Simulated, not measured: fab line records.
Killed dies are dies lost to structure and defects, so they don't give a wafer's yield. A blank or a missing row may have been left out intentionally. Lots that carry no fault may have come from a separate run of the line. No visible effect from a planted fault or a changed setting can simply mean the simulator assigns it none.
fab line records ; flow n5-finfet ; part 2 of 2: steps 5 to 6 of 6
[record] lots = 21; wafers = 63; last-day = 18
route steps=1938 shown BEOL_M10@1514 BEOL_M11@1571 BEOL_M12@1617
lots that met no fault: from a run of the same line without faults
start-h: hours from the record's first day to the start of the lot's first wafer shown ; wait-h: how many hours have passed since the lot's step before this one ; " the same as in the row above ; L1.1+2: several wafers, shown together as one row ; - value missing, or start not given ; * or withheld: withheld ; < > ~ a bound
route shown NAME@n: a module of which the file shows steps, and the number in the route of the first ; usual: mean/standard deviation taken from wafers without a fault ; same: alike in all rows ; chamber/n: place in a boat ; sites: each site's reading ; _std_site: standard deviation of those values ; _edge_site: inner sites' mean taken away from outer sites' mean ; radius-mm: for every site, how far away it sits from the centre of the wafer ; mask NAME#n: copy n ; behind: the tool/chamber that last shaped the wafer ; hold: why the lot was held/for how many hours/how that ended ; device: the n, p or np transistor that did not switch ; end of line: the route-end tests of the same wafers ; for a step that has no rows: nothing shown but its recipe ; killed: dies lost to structure and defects at the first sort, not the wafer's yield ; map: the dies of a wafer, with x for killed, . for not killed, _ for no die there
set.NAME: the setting the step ran with; set.NAME@STEP: the setting that earlier step ran with ; model.NAME: the simulator's own value behind a step, which no gauge read
route steps across a sampled set of lots; one table per step, one row per wafer
services: from which hour (start-h, from the record's first day; less than 0 if before it) a tool's chamber was out of use, for how many hours, and why
[[steps]]
[step N5_BEOL_M12_VIA_ETCH_16]
[recipe] chemistry = C4F8/O2/Ar; target = SiOC; pressure-mtorr = 30; source-w = 3000; bias-w = 700; Ar_flow_sccm = 400; C4F8_flow_sccm = 15; O2_flow_sccm = 8; he-inner-torr = 15; he-outer-torr = 30; target-depth-a = 7248; time-s = withheld; ion-energy-ev = 250; ends = cleared
[usual] C4F8_flow_sccm = 15.00/0.042; drypump-motor-current-A = 5.7/0.64; he-outer-torr = 30.00/0.057; oes-product-au = 0.74/0.056; rf-vpp-V = 665/3.5; showerhead-plenum-p-Torr = 3.40/0.13; throttle-valve-pct = 24.20/0.25
lot.wafer;tool;chamber;start-h;wait-h;C4F8_flow_sccm;drypump-motor-current-A;he-outer-torr;oes-product-au;rf-vpp-V;showerhead-plenum-p-Torr;throttle-valve-pct
L074.2;rie-diel-04;1;225.57;0.0;14.94;6.2;30.07;0.76;662;3.31;23.92
L074.3;rie-diel-04;2;225.57;0.0;15.02;5.8;29.91;0.60;663;3.38;24.50
L074.4;rie-diel-04;0;225.57;0.0;14.99;5.5;30.19;0.67;662;3.27;24.16
L075.1;rie-diel-04;0;233.29;0.0;15.01;5.5;30.05;0.67;660;3.27;24.17
L075.3;rie-diel-04;1;233.29;0.0;15.07;6.2;29.96;0.75;662;3.31;23.92
L075.5;rie-diel-04;2;233.29;0.0;15.02;5.8;29.94;0.61;664;3.38;24.49
L076.1;rie-diel-06;1;239.70;0.0;14.92;4.9;30.01;0.73;662;3.30;24.23
L076.2;rie-diel-06;3;239.70;0.0;15.08;6.7;29.92;0.83;663;3.33;24.17
L076.5;rie-diel-06;1;239.70;0.0;14.94;4.9;30.04;0.73;664;3.30;24.24
L078.3;rie-diel-03;3;254.55;0.0;15.09;6.5;30.04;0.79;671;3.63;24.08
L078.5;rie-diel-03;2;254.55;0.0;14.98;4.8;30.04;0.77;664;3.31;23.67
L078.6;rie-diel-03;3;254.55;0.0;15.02;6.5;29.96;0.79;671;3.63;24.09
L077.1;rie-diel-04;1;255.68;0.0;14.96;6.1;30.03;0.74;662;3.31;23.92
L077.2;rie-diel-04;0;255.68;0.0;15.00;5.5;30.05;0.66;662;3.27;24.18
L077.3;rie-diel-04;3;255.68;0.0;14.97;5.7;29.98;0.73;662;3.34;24.53
L080.2;rie-diel-04;1;266.54;0.0;15.02;6.2;29.90;0.74;662;3.30;23.94
L080.4;rie-diel-04;2;266.54;0.0;15.08;5.8;29.97;0.88;666;3.38;24.15
L080.5;rie-diel-04;0;266.54;0.0;14.96;5.5;30.02;0.66;661;3.27;24.18
L079.1;rie-diel-03;0;271.47;0.0;14.99;5.0;29.97;0.75;666;3.47;24.49
L079.4;rie-diel-03;3;271.47;0.0;14.99;6.5;29.92;0.78;671;3.63;24.11
L079.6;rie-diel-03;2;271.47;0.0;15.03;4.8;29.88;0.76;662;3.30;23.68
L082.1;rie-diel-03;0;289.29;0.0;15.05;5.0;29.93;0.76;668;3.47;24.51
L082.3;rie-diel-03;1;289.29;0.0;15.01;6.6;29.99;0.86;671;3.65;24.24
L082.6;rie-diel-03;0;289.29;0.0;15.01;5.0;29.98;0.75;667;3.47;24.50
L083.2;rie-diel-06;3;289.89;0.0;14.93;6.7;29.98;0.80;664;3.32;24.17
L083.5;rie-diel-06;0;289.89;0.0;15.05;5.2;29.98;0.72;663;3.33;24.38
L083.6;rie-diel-06;1;289.89;0.0;14.97;4.8;30.05;0.71;663;3.29;24.25
L084.3;rie-diel-03;0;303.36;0.0;15.00;5.0;29.94;0.74;667;3.47;24.50
L084.5;rie-diel-03;3;303.36;0.0;15.06;6.5;30.09;0.76;670;3.62;24.11
L084.6;rie-diel-03;2;303.36;0.0;15.00;4.8;30.11;0.75;663;3.30;23.70
L087.2;rie-diel-06;1;306.97;0.0;15.02;4.8;29.96;0.70;663;3.29;24.25
L087.3;rie-diel-06;3;306.97;0.0;14.99;6.7;29.95;0.79;663;3.32;24.18
L087.4;rie-diel-06;2;306.97;0.0;15.02;5.4;29.94;0.84;670;3.64;24.17
L085.1;rie-diel-03;2;311.82;0.0;14.99;4.8;30.02;0.74;664;3.30;23.69
L085.2;rie-diel-03;0;311.82;0.0;15.08;5.0;30.03;0.74;666;3.47;24.51
L085.5;rie-diel-03;3;311.82;0.0;15.03;6.5;29.96;0.76;670;3.62;24.12
L088.2;rie-diel-04;3;315.33;0.0;14.93;5.6;30.07;0.71;661;3.33;24.55
L088.5;rie-diel-04;2;315.33;0.0;15.06;5.8;29.99;0.82;663;3.37;24.17
L088.6;rie-diel-04;3;315.33;0.0;15.05;5.7;30.10;0.71;662;3.33;24.56
L090.1;rie-diel-03;3;332.15;0.0;14.96;6.5;29.99;0.75;671;3.61;24.13
L090.2;rie-diel-03;2;332.15;0.0;14.96;4.8;30.01;0.74;662;3.29;23.70
L090.3;rie-diel-03;0;332.15;0.0;15.01;5.0;30.00;0.73;666;3.46;24.51
L091.2;rie-diel-04;3;334.97;0.0;14.95;5.7;30.10;0.71;662;3.32;24.56
L091.4;rie-diel-04;1;334.97;0.0;15.01;6.1;30.04;0.71;661;3.29;23.96
L091.5;rie-diel-04;3;334.97;0.0;14.97;5.6;30.09;0.71;661;3.32;24.56
L092.1;rie-diel-06;1;347.80;0.0;15.02;4.9;30.00;0.70;662;3.28;24.29
L092.4;rie-diel-06;2;347.80;0.0;14.95;5.3;30.05;0.81;671;3.63;24.19
L092.6;rie-diel-06;2;347.80;0.0;14.98;5.4;30.02;0.80;671;3.63;24.18
L095.2;rie-diel-03;3;358.66;0.0;15.05;6.6;29.97;0.73;668;3.61;24.14
L095.3;rie-diel-03;0;358.66;0.0;15.04;5.0;30.06;0.72;665;3.46;24.51
L095.5;rie-diel-03;3;358.66;0.0;14.96;6.6;30.07;0.74;672;3.61;24.14
L093.1;rie-diel-04;0;358.67;0.0;14.96;5.5;30.05;0.63;661;3.25;24.23
L093.3;rie-diel-04;3;358.67;0.0;14.96;5.7;29.93;0.71;662;3.32;24.57
L093.5;rie-diel-04;0;358.67;0.0;15.02;5.5;30.09;0.63;660;3.25;24.23
L097.2;rie-diel-04;3;369.55;0.0;15.03;5.7;29.92;0.70;663;3.32;24.56
L097.3;rie-diel-04;0;369.55;0.0;14.94;5.5;30.00;0.62;661;3.25;24.23
L097.6;rie-diel-04;3;369.55;0.0;14.94;5.7;29.96;0.70;663;3.32;24.56
L094.1;rie-diel-03;1;369.94;0.0;15.06;6.6;30.04;0.80;672;3.63;24.28
L094.2;rie-diel-03;3;369.94;0.0;15.04;6.5;29.95;0.74;669;3.61;24.14
L094.5;rie-diel-03;3;369.94;0.0;15.03;6.5;29.89;0.73;671;3.61;24.13
L096.2;rie-diel-06;3;378.53;0.0;15.00;6.7;29.99;0.77;664;3.31;24.22
L096.4;rie-diel-06;1;378.53;0.0;14.99;4.9;30.01;0.69;660;3.28;24.30
L096.6;rie-diel-06;2;378.53;0.0;14.93;5.4;30.05;0.78;669;3.63;24.20
[step N5_BEOL_M12_STRIP_64]
[recipe] chemistry = N2/H2; power-w = 1000; temp-c = 250; h2-frac = 0.65; overash-fraction = 0.3; pressure-mtorr = withheld; n2-flow-sccm = 1750; h2-flow-sccm = 3250
[usual] drypump-motor-current-A = 5.77/0.1; heater-power-w = 299/14; oes-product-au = 0.715/0.0049; strip-time-to-endpoint-s = 31.29/0.087
lot.wafer;tool;chamber;start-h;wait-h;drypump-motor-current-A;heater-power-w;oes-product-au;rf-hours-counter-h;strip-time-to-endpoint-s
L074.2;plasma-asher-01;0;225.88;0.0;5.82;298;0.717;64;31.19
L074.3;plasma-asher-01;1;225.88;0.0;5.68;304;0.716;-;31.18
L074.4;plasma-asher-01;0;225.88;0.0;5.81;298;0.711;-;31.22
L075.1;plasma-asher-01;1;233.59;0.0;5.65;307;0.711;67;31.34
L075.3;plasma-asher-01;0;233.59;0.0;5.80;305;0.715;-;31.24
L075.5;plasma-asher-01;1;233.59;0.0;5.68;299;0.715;-;31.37
L076.1;plasma-asher-01;0;239.96;0.0;5.80;308;0.711;69;31.12
L076.2;plasma-asher-01;1;239.96;0.0;5.70;297;0.709;69;31.19
L076.5;plasma-asher-01;1;239.96;0.0;5.66;307;0.716;-;31.16
L078.3;plasma-asher-01;0;254.83;0.0;5.80;306;0.713;-;31.31
L078.5;plasma-asher-01;0;254.83;0.0;5.83;301;0.706;-;31.30
L078.6;plasma-asher-01;1;254.83;0.0;5.69;302;0.706;-;31.35
L077.1;plasma-asher-01;1;255.94;0.0;5.70;303;0.719;72;31.37
L077.2;plasma-asher-01;0;255.94;0.0;5.83;307;0.725;72;31.38
L077.3;plasma-asher-01;0;255.94;0.0;5.82;309;0.715;-;31.41
L080.2;plasma-asher-01;1;266.80;0.0;5.67;299;0.717;73;31.33
L080.4;plasma-asher-01;0;266.80;0.0;5.84;309;0.717;-;31.30
L080.5;plasma-asher-01;0;266.80;0.0;5.83;306;0.713;-;31.20
L079.1;plasma-asher-01;0;271.73;0.0;5.82;313;0.712;74;31.37
L079.4;plasma-asher-01;0;271.73;0.0;5.83;302;0.716;-;31.35
L079.6;plasma-asher-01;0;271.73;0.0;5.83;309;0.710;-;31.36
L082.1;plasma-asher-01;0;289.55;0.0;5.85;310;0.702;78;31.37
L082.3;plasma-asher-01;1;289.55;0.0;5.67;309;0.718;-;31.43
L082.6;plasma-asher-01;0;289.55;0.0;5.85;308;0.718;-;31.38
L083.2;plasma-asher-02;1;290.14;0.0;5.92;303;0.711;130;31.32
L083.5;plasma-asher-02;1;290.14;0.0;5.91;310;0.716;-;31.19
L083.6;plasma-asher-02;0;290.14;0.0;5.68;268;0.717;-;31.20
L084.3;plasma-asher-02;0;303.64;0.0;5.68;267;0.710;-;31.34
L084.5;plasma-asher-02;1;303.64;0.0;5.92;303;0.713;-;31.48
L084.6;plasma-asher-02;0;303.64;0.0;5.67;273;0.721;-;31.37
L087.2;plasma-asher-01;1;307.23;0.0;5.70;303;0.719;82;31.18
L087.3;plasma-asher-01;0;307.23;0.0;5.84;299;0.711;-;31.16
L087.4;plasma-asher-01;1;307.23;0.0;5.70;310;0.717;-;31.22
L085.1;plasma-asher-02;0;312.07;0.0;5.68;265;0.718;135;31.38
L085.2;plasma-asher-02;1;312.07;0.0;5.94;303;0.713;135;31.23
L085.5;plasma-asher-02;0;312.07;0.0;5.69;269;0.727;-;31.30
L088.2;plasma-asher-02;0;315.59;0.0;5.68;269;0.712;137;31.24
L088.5;plasma-asher-02;1;315.59;0.0;5.95;307;0.717;-;31.21
L088.6;plasma-asher-02;0;315.59;0.0;5.66;274;0.719;-;31.20
L090.1;plasma-asher-01;1;332.41;0.0;5.66;310;0.714;84;31.16
L090.2;plasma-asher-01;0;332.41;0.0;5.81;308;0.710;84;31.24
L090.3;plasma-asher-01;1;332.41;0.0;5.66;309;0.721;-;31.22
L091.2;plasma-asher-02;1;335.23;0.0;5.95;306;0.715;142;31.35
L091.4;plasma-asher-02;0;335.23;0.0;5.67;271;0.714;-;31.33
L091.5;plasma-asher-02;0;335.23;0.0;5.66;276;0.706;-;31.37
L092.1;plasma-asher-01;0;348.06;0.0;5.82;311;0.718;87;31.30
L092.4;plasma-asher-01;0;348.06;0.0;5.81;312;0.707;-;31.30
L092.6;plasma-asher-01;1;348.06;0.0;5.69;306;0.713;-;31.33
L095.2;plasma-asher-01;1;358.92;0.0;5.65;298;0.716;89;31.22
L095.3;plasma-asher-01;0;358.92;0.0;5.79;312;0.719;-;31.18
L095.5;plasma-asher-01;1;358.92;0.0;5.64;306;0.714;-;31.23
L093.1;plasma-asher-01;0;359.04;0.0;5.77;312;0.711;89;31.44
L093.3;plasma-asher-01;0;359.04;0.0;5.78;312;0.723;-;31.35
L093.5;plasma-asher-01;1;359.04;0.0;5.68;308;0.719;-;31.38
L097.2;plasma-asher-02;0;369.80;0.0;5.68;266;0.713;149;31.26
L097.3;plasma-asher-02;1;369.80;0.0;5.93;305;0.703;-;31.25
L097.6;plasma-asher-02;0;369.80;0.0;5.69;282;0.706;-;31.27
L094.1;plasma-asher-01;0;370.20;0.0;5.83;312;0.718;91;31.27
L094.2;plasma-asher-01;1;370.20;0.0;5.69;315;0.713;91;31.25
L094.5;plasma-asher-01;1;370.20;0.0;5.66;315;0.723;-;31.23
L096.2;plasma-asher-01;0;378.79;0.0;5.83;307;0.724;93;31.30
L096.4;plasma-asher-01;0;378.79;0.0;5.81;306;0.709;-;31.27
L096.6;plasma-asher-01;1;378.79;0.0;5.66;306;0.721;-;31.33
[[services]]
tool;chamber;start-h;hours;kind
plasma-asher-02;-;224.38;9.2;repair
rie-diel-04;2;239.29;-;clean
rie-diel-04;2;239.29;-;consumable-replace:focus-ring
rie-diel-04;2;239.29;25.0;scheduled-down
rie-diel-04;2;239.29;25.0;vent-cycle
rie-diel-03;1;241.09;-;clean
rie-diel-03;1;241.09;-;consumable-replace:focus-ring
rie-diel-03;1;241.09;-;consumable-replace:showerhead
rie-diel-06;2;243.08;8.3;repair
rie-diel-04;3;281.53;2.6;repair
rie-diel-05;3;291.67;-;clean
rie-diel-05;3;291.67;-;consumable-replace:focus-ring
rie-diel-04;-;311.41;0.7;repair
plasma-asher-01;-;311.70;14.6;pm
rie-diel-05;2;312.84;-;clean
plasma-asher-01;-;332.48;1.1;repair
plasma-asher-01;-;340.89;1.4;repair
rie-diel-02;3;351.18;-;clean
rie-diel-02;3;351.18;-;consumable-replace:focus-ring
rie-diel-02;3;351.18;-;consumable-replace:showerhead
rie-diel-02;3;351.18;16.0;scheduled-down
rie-diel-02;3;351.18;16.0;vent-cycle
rie-diel-06;0;356.03;43.4;repair
rie-diel-05;0;365.70;8.6;repair
